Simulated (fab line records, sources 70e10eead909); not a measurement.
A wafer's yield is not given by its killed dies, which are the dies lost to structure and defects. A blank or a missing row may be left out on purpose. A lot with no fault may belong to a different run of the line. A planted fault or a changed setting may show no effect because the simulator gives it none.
fab line records | flow nand_harc
record: lots: 7 | wafers: 20 | last_day: 32
route steps=1302 shown A_CONTACT@1100 A_BLC@1107
lots that met no fault: from a run of the same line without faults
start_h: start of the lot's first displayed wafer, in hours after the record's first day | wait_h: hours from the lot's prior step to this one | " unchanged from the row above | L1.1+2: one row covering several wafers at once | - no value, or no start was given | * or withheld: withheld | < > ~ a bound
route shown NAME@n: a module of which the file shows steps, and the number in the route of the first | usual: mean and standard deviation over wafers with no fault | same: alike in all rows | chamber/n: place in a boat | sites: per-site readings | _std_site: standard deviation of those values | _edge_site: the outer-site mean with the inner-site mean subtracted | radius_mm: for every site, how far away it sits from the centre of the wafer | mask NAME#n: copy n | behind: the last tool/chamber to shape the wafer | hold: reason for holding the lot/hours on hold/outcome of the hold | device: which transistor (n, p or np) failed to switch | end of line: at the end of the route, the tests of the same wafers | a step without rows: its recipe alone | killed: dies lost to structure and defects at the first sort, not the wafer's yield | map: dies across one wafer; x = killed, . = not, _ = none there
set.NAME: the setting that was run; set.NAME@STEP: the one run at that earlier step | model.NAME: the simulator's own value behind a step, which no gauge read
lots at selected steps of the route; one table per step, one row per wafer
services: the hour from which a tool's chamber was out of use, counted from the record's first day as start_h (under 0 if before that day), plus the number of hours and why
== steps ==
step: NHARC_A_CONTACT_STRIP_27
recipe: time_s: 600 | temp_c: 30 | chemistry: post_etch_residue_remover
step: NHARC_A_CONTACT_ALD_18
recipe: target_thk_a: 30 | pulse_time_s: 1 | ald_cycles: 150 | temp_c: 450 | material: TiN
usual: heater_power_w: 1066/130 | precursor_pulse_height_rel: 1.003/0.019
lot.wafer | tool         | chamber | start_h | wait_h | heater_power_w | precursor_pulse_height_rel | since_wet_clean_h
L548.2    | ald_metal-01 | 1       | 551.70  | -      | 786            | 0.984                      | 16
L548.1    | "            | 0       | "       | "      | 1027           | 1.003                      | 16
L548.5    | "            | 2       | "       | "      | 963            | 1.002                      | -
L550.4    | ald_metal-01 | 1       | 578.95  | -      | 814            | 1.040                      | 43
L550.1    | "            | 0       | "       | "      | 1013           | 0.984                      | 43
L550.6    | "            | 1       | "       | "      | 814            | 0.984                      | -
L552.1    | ald_metal-01 | 0       | 593.54  | -      | 1050           | 0.989                      | 58
L552.6    | "            | 0       | "       | "      | 1041           | 1.006                      | -
L562.4    | ald_metal-01 | 0       | 686.76  | -      | 1058           | 1.026                      | 151
L562.2    | "            | 1       | "       | "      | 805            | 0.992                      | 151
L562.6    | "            | 3       | "       | "      | 1012           | 0.970                      | -
L561.2    | ald_metal-04 | 1       | 689.85  | -      | 1084           | 0.996                      | 28
L561.1    | "            | 2       | "       | "      | 1155           | 1.003                      | 28
L561.6    | "            | 1       | "       | "      | 1059           | 1.009                      | -
L566.2    | ald_metal-01 | 2       | 716.46  | -      | 1026           | 1.005                      | 2
L566.1    | "            | 0       | "       | "      | 1062           | 0.993                      | 3
L566.4    | "            | 1       | "       | "      | 834            | 1.011                      | 3
L567.2    | ald_metal-02 | 0       | 729.78  | -      | 1051           | 0.981                      | 110
L567.6    | "            | 3       | "       | "      | 1154           | 1.020                      | -
L567.5    | "            | 0       | "       | "      | 1036           | 1.005                      | -
step: NHARC_A_CONTACT_CVD_19
recipe: target_thk_a: 3000 | temp_c: 300 | pressure_torr: 40 | wf6_flow_sccm: 40 | h2_flow_sccm: 1600 | ar_flow_sccm: 1560 | time_s: 802 | material: W
usual: heater_power_w: 514/32 | mfc_wf6_sccm: 40.03/0.12 | throttle_valve_pct: 8.0/0.46
same: time_s: 802
lot.wafer | tool     | chamber | start_h | wait_h | heater_power_w | mfc_wf6_sccm | since_wet_clean_h | throttle_valve_pct
L548.1    | cvd_w-02 | 0       | -       | -      | 498            | 40.12        | 89                | 8.2
L548.2    | "        | 1       | "       | "      | 567            | 39.93        | 89                | 7.8
L548.5    | "        | 1       | "       | "      | 557            | 40.06        | -                 | 7.7
L550.1    | cvd_w-02 | 0       | -       | -      | 498            | 40.19        | 116               | 8.6
L550.4    | "        | 0       | "       | "      | 489            | 40.09        | -                 | 8.5
L550.6    | "        | 0       | "       | "      | 494            | 40.33        | -                 | 8.3
L552.1    | cvd_w-01 | 0       | -       | -      | 483            | 40.05        | 34                | 7.4
L552.6    | "        | 0       | "       | "      | 502            | 39.80        | -                 | 7.2
L562.2    | cvd_w-01 | 0       | -       | -      | 507            | 39.84        | 127               | 7.5
L562.4    | "        | 0       | "       | "      | 501            | 39.82        | -                 | 7.3
L562.6    | "        | 0       | "       | "      | 497            | 39.76        | -                 | 7.4
L561.1    | cvd_w-02 | 1       | -       | -      | 542            | 39.87        | 46                | 8.1
L561.2    | "        | 0       | "       | "      | 491            | 40.01        | 46                | 8.3
L561.6    | "        | 1       | "       | "      | 547            | 39.89        | -                 | 7.8
L566.2    | cvd_w-02 | 0       | -       | -      | 499            | 39.96        | 72                | 8.9
L566.1    | "        | 1       | "       | "      | 540            | 40.09        | 73                | 7.3
L566.4    | "        | 1       | "       | "      | 565            | 40.11        | -                 | 7.7
L567.2    | cvd_w-02 | 1       | -       | -      | 572            | 39.92        | 86                | 7.9
L567.6    | "        | 1       | "       | "      | 567            | 39.94        | -                 | 7.5
L567.5    | "        | 0       | "       | "      | 499            | 39.98        | -                 | 8.6
step: NHARC_A_CONTACT_CMP_20
recipe: t_overpolish_s: 30 | target_thk_nm: 300
usual: motor_current_A: 12.2/1.3 | overpolish_run_s: 29.999/0.0086 | pad_life_wafers: 168/120 | slurry_flow_ml_min: 150.1/0.45 | time_to_endpoint_s: 62/4.3
lot.wafer | tool   | chamber | start_h | wait_h | motor_current_A | overpolish_run_s | pad_life_wafers | slurry_flow_ml_min | time_to_endpoint_s
L548.1    | cmp-01 | 3       | 552.79  | 0.8    | 12.7            | 30.006           | 288             | 150.1              | 71
L548.2    | "      | 2       | "       | "      | 10.7            | 29.980           | 291             | 149.7              | 62
L548.5    | "      | 3       | "       | "      | 12.2            | 30.004           | -               | 150.3              | 69
L550.1    | cmp-02 | 0       | 580.04  | 0.6    | 13.1            | 30.000           | 282             | 150.4              | 59
L550.4    | "      | 1       | "       | "      | 10.8            | 30.009           | 283             | 150.1              | 67
L550.6    | "      | 1       | "       | "      | 11.2            | 30.007           | -               | 150.6              | 68
L552.1    | cmp-02 | 1       | 594.65  | 0.7    | 11.3            | 30.011           | 356             | 150.6              | 65
L552.6    | "      | 3       | "       | "      | 13.2            | 29.998           | -               | 150.0              | 55
L562.4    | cmp-01 | 0       | 687.85  | 0.5    | 10.5            | 29.992           | 18              | 149.7              | 66
L562.2    | "      | 2       | "       | "      | 11.6            | 29.985           | 20              | 150.4              | 63
L562.6    | "      | 1       | "       | "      | 13.8            | 29.998           | -               | 150.0              | 56
L561.1    | cmp-01 | 0       | 690.93  | 0.8    | 10.1            | 29.995           | 42              | 149.7              | 65
L561.2    | "      | 3       | "       | "      | 12.9            | 29.999           | 45              | 150.5              | 69
L561.6    | "      | 1       | "       | "      | 14.0            | 29.983           | -               | 149.4              | 57
L566.2    | cmp-04 | 2       | 717.53  | 0.8    | 12.2            | 30.000           | 42              | 150.8              | 60
L566.1    | "      | 3       | "       | "      | 11.6            | 30.003           | 43              | 150.3              | 63
L566.4    | "      | 1       | "       | "      | 12.7            | 29.998           | 45              | 149.2              | 66
L567.2    | cmp-04 | 0       | 730.85  | 0.8    | 11.4            | 30.000           | 108             | 149.9              | 62
L567.6    | "      | 0       | "       | "      | 11.0            | 30.018           | -               | 150.5              | 58
L567.5    | "      | 1       | "       | "      | 12.7            | 30.002           | -               | 149.7              | 66
step: NHARC_A_CONTACT_SRD_22
step: NHARC_A_CONTACT_INSPECT_23
usual: raw_defect_count: 494/110
lot.wafer | tool              | chamber | start_h | wait_h | raw_defect_count
L548.1    | defect_inspect-01 | -       | 553.22  | 0.1    | 482
L548.2    | "                 | -       | "       | "      | 546
L548.5    | "                 | -       | "       | "      | 526
L550.1    | defect_inspect-02 | -       | 580.44  | 0.1    | 420
L550.4    | "                 | -       | "       | "      | 560
L550.6    | "                 | -       | "       | "      | 313
L552.1    | defect_inspect-02 | -       | 595.00  | 0.1    | 749
L552.6    | "                 | -       | "       | "      | 551
L562.2    | defect_inspect-02 | -       | 688.25  | 0.1    | 378
L562.4    | "                 | -       | "       | "      | 512
L562.6    | "                 | -       | "       | "      | 697
L561.1    | defect_inspect-02 | -       | 691.33  | 0.1    | 405
L561.2    | "                 | -       | "       | "      | 533
L561.6    | "                 | -       | "       | "      | 472
L566.1    | defect_inspect-02 | -       | 717.93  | 0.1    | 368
L566.2    | "                 | -       | "       | "      | 384
L566.4    | "                 | -       | "       | "      | 391
L567.2    | defect_inspect-01 | -       | 731.25  | 0.1    | 515
L567.5    | "                 | -       | "       | "      | 519
L567.6    | "                 | -       | "       | "      | 401
step: NHARC_A_BLC_DEHYDRATE_00
recipe: temp_c: 150 | time_s: 120
step: NHARC_A_BLC_HMDS_01
recipe: time_s: 30
step: NHARC_A_BLC_COAT_02
recipe: temp_c: 260 | time_s: 75
step: NHARC_A_BLC_COAT_03
recipe: temp_c: 225 | time_s: 65
step: NHARC_A_BLC_COAT_04
recipe: spin_rpm: 1500 | resist_thk_nm: 90
step: NHARC_A_BLC_SOFTBAKE_05
recipe: temp_c: 105 | time_s: 55
usual: heater_power_total_W: 188.45/0.14
lot.wafer | tool           | chamber | start_h | wait_h | heater_power_total_W
L548.1    | litho_track-06 | 0       | 553     | -      | 240.22
L548.2    | "              | 0       | "       | "      | 188.48
L548.5    | "              | 0       | "       | "      | 240.22
L550.1    | litho_track-06 | 0       | 580     | -      | 240.23
L550.4    | "              | 0       | "       | "      | 188.35
L550.6    | "              | 0       | "       | "      | 188.40
L552.1    | litho_track-06 | 0       | 595     | -      | 240.26
L552.6    | "              | 0       | "       | "      | 188.30
L562.2    | litho_track-06 | 0       | 688     | -      | 188.37
L562.4    | "              | 0       | "       | "      | 188.32
L562.6    | "              | 0       | "       | "      | 188.40
L561.1    | litho_track-01 | 0       | 691     | -      | 188.36
L561.2    | "              | 0       | "       | "      | 188.28
L561.6    | "              | 0       | "       | "      | 188.69
L566.1    | litho_track-04 | 0       | 718     | -      | 188.38
L566.2    | "              | 0       | "       | "      | 188.74
L566.4    | "              | 0       | "       | "      | 188.34
L567.2    | litho_track-06 | 0       | 731     | -      | 188.42
L567.5    | "              | 0       | "       | "      | 188.45
L567.6    | "              | 0       | "       | "      | 188.48
step: NHARC_A_BLC_EBR_06
== services ==
tool           | chamber | start_h | hours | kind
litho_track-06 | -       | 529.00  | 7.0   | pm
cvd_w-01       | -       | 547.36  | 13.0  | pm
litho_track-04 | -       | 553.00  | 7.0   | pm
cmp-04         | -       | 557.51  | 43.7  | repair
cmp-01         | -       | 577.50  | 4.0   | pm
cmp-04         | -       | 608.26  | 2.5   | repair
ald_metal-02   | -       | 610.00  | 10.0  | pm
cvd_w-01       | 0       | 610.91  | 5.7   | repair
cmp-02         | -       | 625.35  | 4.0   | pm
cvd_w-02       | -       | 631.39  | 13.0  | pm
cvd_w-02       | -       | 650.62  | 0.6   | repair
ald_metal-04   | -       | 652.00  | 10.0  | pm
cmp-04         | -       | 656.31  | 0.9   | repair
ald_metal-02   | 1       | 666.48  | 2.7   | repair
cmp-02         | -       | 666.90  | 1.9   | repair
cmp-01         | -       | 675.50  | 4.0   | pm
cmp-04         | -       | 678.83  | 16.1  | repair
ald_metal-02   | -       | 679.75  | 1.4   | repair
litho_track-01 | -       | 680.01  | 7.0   | pm
cmp-04         | -       | 699.17  | 4.0   | pm
ald_metal-01   | -       | 704.00  | 10.0  | pm
litho_track-06 | -       | 704.00  | 7.0   | pm
cmp-02         | -       | 723.35  | 4.0   | pm
cvd_w-01       | -       | 728.36  | 13.0  | pm
== key ==
first_sign: step: NHARC_A_BLC_SOFTBAKE_05 | reading: heater_power_total_W | direction: up | sigmas: 99+ | usual: * | struck: *
effect none on later readings
met_at NHARC_A_BLC_SOFTBAKE_05
struck_wafers L548.1,L548.5,L550.1,L552.1
tester_left_out L548,L550,L552
fault: kind: process_parameter_drift | tool: litho_track-06 | chamber: - | onset_h: 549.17 | steps: NHARC_A_BLC_SOFTBAKE_05 | channel: time_s | offset: * | shape: step | end_h: 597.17 | scope: struck_wafers_only | acts_in: * | stated: *
tester_left_out: of these lots the tester's yield and bins aren't shown, on N5 and GAA mostly nor the transistor test; their killed dies are dies lost to structure and defects alone, not to doping, threshold or leakage, so they don't give the yield
